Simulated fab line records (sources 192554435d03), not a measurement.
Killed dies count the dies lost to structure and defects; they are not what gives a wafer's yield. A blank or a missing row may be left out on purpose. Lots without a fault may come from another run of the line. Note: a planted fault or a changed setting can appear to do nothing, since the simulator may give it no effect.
Matching of chambers || flow n5 finfet || 4 sister chambers for N5_MOL_CONTACT_COAG_DESCUM_88 on rie diel-02
The step chemistry O2, time 7 s. 4 wafers are shown with their chamber, then 7 later ones without.

== WAFERS PAIRED WITH THEIR CHAMBERS ==
{"wafer": "L595.6", "chamber": 2, "showerhead plenum p Torr (Torr)": 2.00}
{"wafer": "L596.2", "chamber": 1, "showerhead plenum p Torr (Torr)": 1.98}
{"wafer": "L603.1", "chamber": 3, "showerhead plenum p Torr (Torr)": 2.15}
{"wafer": "L603.2", "chamber": 0, "showerhead plenum p Torr (Torr)": 2.12}

== WAFERS WHOSE CHAMBER IS MISSING ==
{"wafer": "L603.4", "showerhead plenum p Torr (Torr)": 1.98}
{"wafer": "L610.3", "showerhead plenum p Torr (Torr)": 2.11}
{"wafer": "L610.4", "showerhead plenum p Torr (Torr)": 2.15}
{"wafer": "L610.5", "showerhead plenum p Torr (Torr)": 2.11}
{"wafer": "L612.1", "showerhead plenum p Torr (Torr)": 2.14}
{"wafer": "L612.3", "showerhead plenum p Torr (Torr)": 1.99}
{"wafer": "L612.5", "showerhead plenum p Torr (Torr)": 1.99}

== EACH ONE'S CHAMBER ==
{"wafer": "L603.4", "from the rows above": 1, "in truth": 1}
{"wafer": "L610.3", "from the rows above": 0, "in truth": 0}
{"wafer": "L610.4", "from the rows above": 3, "in truth": 3}
{"wafer": "L610.5", "from the rows above": 0, "in truth": 0}
{"wafer": "L612.1", "from the rows above": "can't be placed: 3 or 0", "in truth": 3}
{"wafer": "L612.3", "from the rows above": "can't be placed: 1 or 2", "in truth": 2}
{"wafer": "L612.5", "from the rows above": "can't be placed: 1 or 2", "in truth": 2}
Correctly placed: 4 of 7. From these rows, 3 cannot be placed; in 3 the true chamber is one of the candidates. Number placed wrongly: 0.
How it was worked out, from the rows above alone: a wafer's distance from a chamber is the root of the sum, over the readings, of the square of ((its reading less the chamber's mean) divided by the reading's scatter). If the next closest chamber is less than 2 further off than the closest, the wafer can't be placed; otherwise it belongs to the closest. A chamber's mean is the mean of its shown wafers. The scatter: with one shown wafer a chamber, the root of the mean of the squares of how far each hidden wafer lies from its nearest shown one.
